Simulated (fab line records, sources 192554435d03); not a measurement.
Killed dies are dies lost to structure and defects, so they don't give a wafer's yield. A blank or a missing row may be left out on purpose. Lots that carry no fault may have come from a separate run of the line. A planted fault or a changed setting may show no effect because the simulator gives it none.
Lot-split experiment    flow n5_finfet    7 lots, 21 wafers read, on a route of 1938 steps

ON THE SPLIT
At N5_HKMG_FIN_COAT_41 (time 60 s, resist thk 300 nm), the setting spin_rpm was moved away from the recipe's 1500 rpm on 9 of the 21 wafers read, by -4.8% to +11.2%. For the rest of the wafers, this setting stayed at what the recipe calls for.

The reading is taken at the split's own step.

THE READING
SOC_of_HKMG_FIN_COAT_41.thk_nm (the simulator's own value, which no gauge read), in nm, at N5_HKMG_FIN_COAT_41 (time 60 s, resist thk 300 nm). There is no usual value for it anywhere in the file. Across the 12 wafers here that went through the recipe, the average is 299.8 nm and the standard deviation 0.7 nm.

wafer   tool, chamber at the split  spin_rpm as run, rpm  against the recipe  SOC_of_HKMG_FIN_COAT_41.thk_nm, nm  against lot-mates on the recipe
L075.1  litho_track-03, 0           1664                  +10.9%              286                                 -14.2
L075.2  litho_track-03, 0           1500                  recipe              300.6                               -
L075.4  litho_track-03, 0           1500                  recipe              299.8                               -
L081.1  litho_track-05, 0           1500                  recipe              300.6                               -
L081.3  litho_track-05, 0           1500                  recipe              301                                 -
L081.6  litho_track-05, 0           1500                  recipe              300                                 -
L083.2  litho_track-03, 0           1636                  +9.1%               287                                 no lot-mate on the recipe
L083.5  litho_track-03, 0           1636                  +9.1%               287.4                               no lot-mate on the recipe
L083.6  litho_track-03, 0           1636                  +9.1%               287.6                               no lot-mate on the recipe
L084.1  litho_track-05, 0           1603                  +6.9%               290.4                               -8.6
L084.2  litho_track-05, 0           1603                  +6.9%               289                                 -10.0
L084.4  litho_track-05, 0           1500                  recipe              299                                 -
L085.4  litho_track-05, 0           1500                  recipe              298.6                               -
L085.5  litho_track-05, 0           1500                  recipe              299                                 -
L085.6  litho_track-05, 0           1500                  recipe              300                                 -
L089.3  litho_track-03, 0           1500                  recipe              299.6                               -
L089.4  litho_track-03, 0           1668                  +11.2%              284.4                               -15.2
L089.5  litho_track-03, 0           1668                  +11.2%              283.6                               -16.0
L091.1  litho_track-03, 0           1500                  recipe              299.6                               -
L091.3  litho_track-03, 0           1500                  recipe              299.2                               -
L091.5  litho_track-03, 0           1428                  -4.8%               308.6                               +9.2

THE FIT
A straight line over all 21 wafers: SOC_of_HKMG_FIN_COAT_41.thk_nm changes by -1.41 nm for each +1% of spin_rpm; r = -0.99; the points scatter about the line by 0.87 nm.
The same after taking each lot's own level away (the mean of its wafers on the recipe; 18 wafers): -1.41 nm for each +1%; r = -0.99; scatter 0.78 nm.
That fit puts the effect of the largest move of spin_rpm on the reading at 16 nm.
The lots' own levels span 299.00 to 300.53 nm, that is 2.2 times the standard deviation above.
The two slopes are in agreement: the lot-to-lot level therefore moves the slope only a little.
Check: for one of the wafers moved furthest among these (+11.2%), held out of the fit, the line's prediction against its lot-mates is -15.6 nm. It came out at -15.2 nm against them.

THE OTHER SPLITS THESE WAFERS WENT THROUGH
Other splits were also applied to these wafers ahead of the reading. Each is held against what the fit with the lots' levels taken away leaves over:
other split on the same wafers         wafers away from the commonest value  r with SOC_of_HKMG_FIN_COAT_41.thk_nm (lot level and that fit taken away)
N5_SD_EPI_N_DEVELOP_08 develop_time_s  6                                     -0.08

THE FILE'S OWN FIT
SOC_of_HKMG_FIN_COAT_41.thk_nm changes by -1.39 nm for each +1% of spin_rpm, r = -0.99.
